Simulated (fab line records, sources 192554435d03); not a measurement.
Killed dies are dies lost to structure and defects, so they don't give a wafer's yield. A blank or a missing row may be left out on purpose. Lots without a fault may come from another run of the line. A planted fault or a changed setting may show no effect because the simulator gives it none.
Split-lot experiment | flow n5_finfet | 7 lots, 21 wafers read, on a route of 1938 steps

THE SPLIT
At N5_BEOL_M7_EXPOSE_08 (exposes mask M7), the setting dose_mj was moved away from the recipe's 68.25 on 7 of the 21 wafers read, by -7.2% to +7.5%. The other wafers ran this setting at the recipe's value.

FROM THE SPLIT TO THE READING: what the file shows between them, 2 steps
- N5_BEOL_M7_PEB_09: peb time 60 s
- N5_BEOL_M7_DEVELOP_10: develop time 30 s

THE READING
cd_nm, in nm, at N5_BEOL_M7_CD_MEAS_11 (target cd 38.5 nm). Fault-free wafers of this fab line usually give 38.3 nm, standard deviation 0.55 nm.

wafer  | tool, chamber at the split | dose_mj as run | against the recipe | cd_nm, nm | against lot-mates on the recipe
L079.2 | arfi_scanner-03, 0         | 68.25          | recipe             | 38.6      | -
L079.4 | arfi_scanner-03, 0         | 73.34          | +7.5%              | 42.0      | +3.4
L079.5 | arfi_scanner-03, 0         | 73.34          | +7.5%              | 42.1      | +3.5
L082.1 | arfi_scanner-02, 0         | 68.25          | recipe             | 37.5      | -
L082.2 | arfi_scanner-02, 0         | 68.25          | recipe             | 37.5      | -
L082.6 | arfi_scanner-02, 0         | 68.25          | recipe             | 37.8      | -
L084.2 | arfi_scanner-02, 0         | 70.79          | +3.7%              | 40.4      | +1.8
L084.4 | arfi_scanner-02, 0         | 68.25          | recipe             | 38.5      | -
L084.6 | arfi_scanner-02, 0         | 68.25          | recipe             | 38.7      | -
L086.3 | arfi_scanner-03, 0         | 68.25          | recipe             | 38.1      | -
L086.5 | arfi_scanner-03, 0         | 68.25          | recipe             | 37.7      | -
L086.6 | arfi_scanner-03, 0         | 68.25          | recipe             | 38.2      | -
L087.1 | arfi_scanner-03, 0         | 71.8           | +5.2%              | 40.4      | +2.5
L087.2 | arfi_scanner-03, 0         | 71.8           | +5.2%              | 40.5      | +2.6
L087.5 | arfi_scanner-03, 0         | 68.25          | recipe             | 37.9      | -
L088.1 | arfi_scanner-03, 0         | 68.25          | recipe             | 38.1      | -
L088.3 | arfi_scanner-03, 0         | 63.36          | -7.2%              | 35.0      | -3.1
L088.5 | arfi_scanner-03, 0         | 63.36          | -7.2%              | 35.1      | -3.0
L091.2 | arfi_scanner-02, 0         | 68.25          | recipe             | 38.6      | -
L091.5 | arfi_scanner-02, 0         | 68.25          | recipe             | 38.3      | -
L091.6 | arfi_scanner-02, 0         | 68.25          | recipe             | 38.4      | -

THE FIT
A straight line over all 21 wafers: cd_nm changes by +0.475 nm for each +1% of dose_mj; r = +0.98; the points scatter about the line by 0.39 nm.
The same after taking each lot's own level away (the mean of its wafers on the recipe; 21 wafers): +0.453 nm for each +1%; r = +1.00; scatter 0.15 nm.
On that fit, the largest move of dose_mj shifts the reading by 3.4 nm.
The lots' own levels span 37.60 to 38.60 nm, that is 1.8 times the standard deviation above.
So the lot-to-lot level changes the slope little: the two slopes agree.
Check: with one of the wafers moved furthest among these (+7.5%) left out of the fit, the line predicts +3.43 nm for it against its lot-mates. It came out at +3.4 nm against them.

OTHER SPLITS ON THESE WAFERS
These wafers also went through other splits before the reading. Each is held against what the fit with the lots' levels taken away leaves over:
other split on the same wafers     | wafers away from the commonest value | r with cd_nm (lot level and that fit taken away)
N5_BEOL_M2_ALD_98 ald_cycles       | 6                                    | +0.07
N5_BEOL_M3_COAT_61 spin_rpm        | 6                                    | -0.34
N5_BEOL_M3_EXPOSE_25 dose_mj       | 6                                    | -0.01
N5_BEOL_M3_DESCUM_33 time_s        | 4                                    | +0.35
N5_BEOL_M4_TRENCH_ETCH_37 source_w | 7                                    | -0.23
N5_BEOL_M6_ETCH_62 time_s          | 9                                    | +0.28

THE WHOLE CHAIN: every reading that the file lists as answering this split, in the file's order
step                  | what it does                                           | reading                                                               | change (the file's fit)               | r (the file's)
N5_BEOL_M7_CD_MEAS_11 | target cd 38.5 nm                                      | cd_nm                                                                 | +0.46 nm for each +1% of the setting  | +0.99
N5_BEOL_M7_ETCH_61    | etches SiARC in CF4, target depth 45.5 nm, time 75.8 s | BEOL_M7.cd_offset_nm (the simulator's own value, which no gauge read) | +0.464 nm for each +1% of the setting | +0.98

THE FILE'S OWN FIT
cd_nm changes by +0.46 nm for each +1% of dose_mj, r = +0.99.
